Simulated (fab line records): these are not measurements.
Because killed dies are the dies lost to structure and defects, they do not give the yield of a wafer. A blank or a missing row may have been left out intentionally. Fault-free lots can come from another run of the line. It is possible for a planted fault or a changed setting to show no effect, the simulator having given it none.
Comparing a struck lot with a sound one | flow n5 finfet | 16 out of 1938 route steps
Sound: the wafers L926.2, L926.5, L926.6. Struck: wafer L915.1 (left out: L915.3, L915.4 of the same lot, which were not struck); the cause appears at the end.
At each step with rows: each side's tool, then ch and its chambers, then its first start. Under that, the readings that differ: sound wafers | struck wafers | difference of the means | sigmas: that difference in standard deviations of wafers without a fault.
alike: readings with means less than 2 such deviations apart, plus words and numbers identical on both sides. not compared: withheld readings, readings lacking a value on some wafer, bounds such as >300 that could conceal the same value, and numbers that have no deviation in the record and whose values overlap.
The two part at a step that has a row with sigmas, a row that says differs or no value, or rows on one side only. Numbers that don't overlap but have no deviation are shown without sigmas and don't part them. Lack of a reading on every wafer of one side parts them only where that side has two or more wafers.

N5_BEOL_M1_SURFACE_TREAT_85:
  sound on pvd sputter-01 at day 10 13:41; struck on pvd sputter-03 at day 7 18:47
  not compared: throttle valve pct
then, 3 steps without rows for these wafers: N5_BEOL_M1_CVD_47 (deposits Co from CCTBA/H2, target thk 3 nm, time 223.8 s); N5_BEOL_M1_SPUTTER_48 (material Cu, target thk 4.5 nm, time 8.29 s); N5_BEOL_M1_ANNEAL_49 (time 240 s).
N5_BEOL_M1_SPUTTER_79: material Cu, target thk 4.5 nm, time 8.29 s.
  sound on pvd sputter-01 at day 10 14:37; struck on pvd sputter-03 at day 7 19:14
  reading                  | sound                | struck  | difference | sigmas
  chamber pressure pa (Pa) | 0.06995 0.07 0.07005 | 0.07028 | +0.00028   | +2
  throttle valve pct (%)   | 30.5 30.6 29.4       | 27.2    | -3.0       | -3
then, 1 step without rows for these wafers: N5_BEOL_M1_ANNEAL_80 (time 240 s).
N5_BEOL_M1_SPUTTER_81: material Cu, target thk 4.5 nm, time 8.29 s.
  sound on pvd sputter-01 at day 10 14:50; struck on pvd sputter-03 at day 7 19:28
  reading                | sound          | struck | difference | sigmas
  throttle valve pct (%) | 30.7 30.7 29.6 | 27.4   | -2.9       | -3
  alike: chamber pressure pa
then, 4 steps without rows for these wafers: N5_BEOL_M1_ANNEAL_82 (time 240 s); N5_BEOL_M1_SPUTTER_86 (material Cu, target thk 4.5 nm, time 8.29 s); N5_BEOL_M1_ANNEAL_87 (time 240 s); N5_BEOL_M1_SPUTTER_88 (material Cu, target thk 4.5 nm, time 8.29 s).
N5_BEOL_M1_ANNEAL_89: time 240 s.
  sound on pvd sputter-01 at day 10 15:21; struck on pvd sputter-03 at day 7 19:59
  alike: heater power w, susceptor_temp_C_max
N5_BEOL_M1_SPUTTER_90: material Cu, target thk 4.5 nm, time 8.29 s.
  sound on pvd sputter-01 at day 10 15:29; struck on pvd sputter-03 at day 7 20:07
  reading                  | sound                   | struck  | difference | sigmas
  chamber pressure pa (Pa) | 0.07002 0.06991 0.06988 | 0.05864 | -0.01130   | -75
  alike: throttle valve pct
N5_BEOL_M1_ANNEAL_91: time 240 s.
  sound on pvd sputter-01 at day 10 15:34; struck on pvd sputter-03 at day 7 20:12
  alike: heater power w, susceptor_temp_C_max
N5_BEOL_M4_RC_MEAS_101:
  sound on prober-01 ch 0, day 12 07:44; struck on prober-02 ch 0, day 9 17:53
  alike: DIBL_N, DIBL_P, IOFF_N, IOFF_P, ION_N, ION_P, SS_N, SS_P, VT_N, VT_P
-- record jumps: 4 days separate the struck wafers' starts on either side; left off in module BEOL_M4, taken up again in module PASSIVATION, whose first shown step is the route's number 1936 --
N5_PASSIVATION_PROBE_49:
  record: rows for the struck wafers here (prober-01, day 13 20:16), none for the sound ones

== WHERE THEY PART ==
Last at N5_PASSIVATION_PROBE_49 as far as this record goes, first at N5_BEOL_M1_SPUTTER_79.

WHY: the cause the simulator had injected
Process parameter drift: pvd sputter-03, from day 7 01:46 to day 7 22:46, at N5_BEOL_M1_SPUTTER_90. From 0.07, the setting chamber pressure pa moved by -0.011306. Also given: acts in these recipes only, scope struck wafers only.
